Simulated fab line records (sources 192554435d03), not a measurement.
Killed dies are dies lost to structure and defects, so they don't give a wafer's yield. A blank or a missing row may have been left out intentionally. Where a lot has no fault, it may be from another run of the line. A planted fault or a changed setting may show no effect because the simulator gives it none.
The tool behind it: which one? ; flow n5Finfet ; 12 lots, 34 wafers sampled, at 5 steps of a route of 1938

## WHAT EACH GAUGE READ, for each wafer
The record holds no reading of a measuring or inspecting step that can be judged against a usual standard deviation.

## WHAT TOOL EACH LOT RAN ON (gives the tool, then ch and the chambers of the sampled wafers, and finally the start)
lot;N5_BEOL_M11_SURFACE_TREAT_76;N5_BEOL_M11_CVD_75;N5_BEOL_M11_SPUTTER_48;N5_BEOL_M11_DEP_56;N5_PASSIVATION_PROBE_49
L434;pvdSputter-03, day 12 05:58;cvdCo-01 ch 0,1,2, day 12 06:18;pvdSputter-01, day 12 07:25;pecvd-04 ch 0,1,2, day 12 08:19;-
L435;pvdSputter-01, day 12 08:22;cvdCo-02 ch 0,2, day 12 08:26;pvdSputter-01, day 12 08:35;pecvd-02 ch 0,1, day 12 09:46;-
L436;pvdSputter-01, day 12 13:03;cvdCo-02 ch 0,1, day 12 13:08;pvdSputter-01, day 12 13:17;pecvd-04 ch 0,1, day 12 14:11;-
L437;pvdSputter-01, day 12 13:10;cvdCo-02 ch 0,1, day 12 13:15;pvdSputter-01, day 12 13:22;pecvd-02 ch 0,1, day 12 14:16;-
L441;pvdSputter-01, day 12 18:13;cvdCo-01 ch 0,1,2, day 12 18:16;pvdSputter-02, day 12 18:23;pecvd-04 ch 0,1,2, day 12 19:32;-
L439;pvdSputter-03, day 13 19:22;cvdCo-01 ch 0,1,2, day 13 19:26;pvdSputter-03, day 13 19:35;pecvd-04 ch 0,1,2, day 13 20:50;-
L442;pvdSputter-03, day 14 06:19;cvdCo-01 ch 0,2, day 14 06:23;pvdSputter-02, day 14 06:31;pecvd-02 ch 0,1,2, day 14 07:24;prober-01, day 15 20:35
L440;pvdSputter-03, day 14 07:13;cvdCo-02 ch 0,1, day 14 07:17;pvdSputter-02, day 14 07:24;pecvd-04 ch 0,2, day 14 08:44;-
L446;pvdSputter-03, day 14 08:38;cvdCo-02 ch 0,2, day 14 08:55;pvdSputter-03, day 14 09:06;pecvd-02 ch 0,1,2, day 14 09:59;-
L443;pvdSputter-02, day 14 15:26;cvdCo-02 ch 0,1, day 14 15:31;pvdSputter-01, day 14 15:39;pecvd-04 ch 0,2, day 14 17:03;-
L448;pvdSputter-02, day 15 18:58;cvdCo-02 ch 1,2, day 15 19:02;pvdSputter-01, day 15 19:10;pecvd-04 ch 0,2, day 15 20:02;-
L449;pvdSputter-01, day 15 19:28;cvdCo-02 ch 0,1, day 15 19:34;pvdSputter-03, day 15 19:43;pecvd-02 ch 0,2, day 15 21:25;-
- N5_BEOL_M11_SURFACE_TREAT_76
- N5_BEOL_M11_CVD_75: deposits Co from CCTBA/H2, target thk 2 nm, time 138.9 s.
- N5_BEOL_M11_SPUTTER_48: material Cu, target thk 12 nm, time 2 s.
- N5_BEOL_M11_DEP_56: deposits SiCN from 3MS/NH3, target thk 30 nm, time 10.5 s.
- N5_PASSIVATION_PROBE_49

## WHAT THE TOOLS THEMSELVES READ (means of the sampled wafers that have a number; where no wafer has one, the mark that the record gives instead)
N5_BEOL_M11_CVD_75.
lot;tool;chamberPressureTorr (Torr);runLengthS (s)
L434;cvdCo-01;30.00;162.2
L435;cvdCo-02;30.03;162.3
L436;cvdCo-02;30.02;161.3
L437;cvdCo-02;30.02;161.5
L441;cvdCo-01;30.02;161.8
L439;cvdCo-01;30.06;161.9
L442;cvdCo-01;29.97;161.8
L440;cvdCo-02;29.97;161.7
L446;cvdCo-02;30.03;162.1
L443;cvdCo-02;29.97;161.5
L448;cvdCo-02;29.96;65.2
L449;cvdCo-02;30.00;113.3

N5_BEOL_M11_SPUTTER_48.
lot;tool;susceptorTempC (C);throttleValvePct (%)
L434;pvdSputter-01;-19.88;30.8
L435;pvdSputter-01;-19.85;30.2
L436;pvdSputter-01;-19.94;30.6
L437;pvdSputter-01;-20.20;29.7
L441;pvdSputter-02;-19.97;29.9
L439;pvdSputter-03;-20.11;29.2
L442;pvdSputter-02;-19.88;29.9
L440;pvdSputter-02;-19.96;30.1
L446;pvdSputter-03;-20.02;29.9
L443;pvdSputter-01;-20.05;29.9
L448;pvdSputter-01;-19.93;30.4
L449;pvdSputter-03;-19.93;30.5

N5_BEOL_M11_DEP_56.
lot;tool;chamberPressureTorr (Torr);showerheadPlenumPTorr (Torr);showerheadVppV (V);throttleValvePct (%)
L434;pecvd-04;3.004;4.155;1756;17.6
L435;pecvd-02;2.994;4.178;1514;18.9
L436;pecvd-04;3.003;4.175;1826;17.9
L437;pecvd-02;3.007;4.167;1512;18.9
L441;pecvd-04;2.997;4.160;1771;17.7
L439;pecvd-04;3.007;4.157;1767;17.8
L442;pecvd-02;2.995;4.170;1594;18.2
L440;pecvd-04;2.997;4.157;1676;17.3
L446;pecvd-02;3.005;4.173;1574;18.3
L443;pecvd-04;3.001;4.146;1663;17.3
L448;pecvd-04;3.006;4.164;1716;17.5
L449;pecvd-02;3.004;4.178;1607;17.8

N5_PASSIVATION_PROBE_49.
lot;tool;defectLimitedYield (%);killed_at_M0_to_M3;killed_at_M4_up;killedAtContacts;killedAtFrontEnd;killedAtOther;killedDies;killedOpen;killedShort;sort_bin_5_function (%);sort_bin_6_memory (%);sort_bin_8_speed (%);sortNPass;sortYieldPct (%)
L442;prober-01;88.1;41;12;31;52;5.0;141;91;50;7.0;4.3;0.00;1039;88.1

## THE ANSWER, worked out from the rows above alone
Rule: usual is defined by the lots themselves. Put in order of their means at a reading, lots are off if they are a third of the lots or fewer, leave a main group of 4 or more, and stand apart from it by a gap of 3 or more times the standard deviation of the main group's means; of several such gaps the widest counts. The tables above print the reading to a certain number of digits; a main group whose means all agree to those digits is not used. Also off: a lot with no number at a reading for which 4 or more lots have one. The other lots that the step has rows for count as sound. Order of review: gauges by route order, followed by the tools' own readings, for which a lot's mean as printed above is used. The first step at which some lot is off is used, and at that step the reading that is off furthest; a lot without a number counts as furthest.
Off, at N5_BEOL_M11_CVD_75 on runLengthS: L448, L449. The main group has a mean of 161.8 s with a standard deviation of 0.31.
If a tool, at that step or one of the process steps before it, ran each lot that is off and ran no sound lot following the first of them, it fits. One fits: cvdCo-02 at N5_BEOL_M11_CVD_75. A fault onset in the window from L443 (day 14 15:31, its last sound lot) to L448 (day 15 19:02, its first lot off) fits.
On the lots that are off, the tool's own readings at N5_BEOL_M11_CVD_75 differ by more than 5 times the standard deviation of the sound lots' means, which bears it out; runLengthS reads 89.2 s there versus 161.8 s on the sound lots.

## WHAT THE SIMULATOR PUT IN
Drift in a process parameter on cvdCo-02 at N5_BEOL_M11_CVD_75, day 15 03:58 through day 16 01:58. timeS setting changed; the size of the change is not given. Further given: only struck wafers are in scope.
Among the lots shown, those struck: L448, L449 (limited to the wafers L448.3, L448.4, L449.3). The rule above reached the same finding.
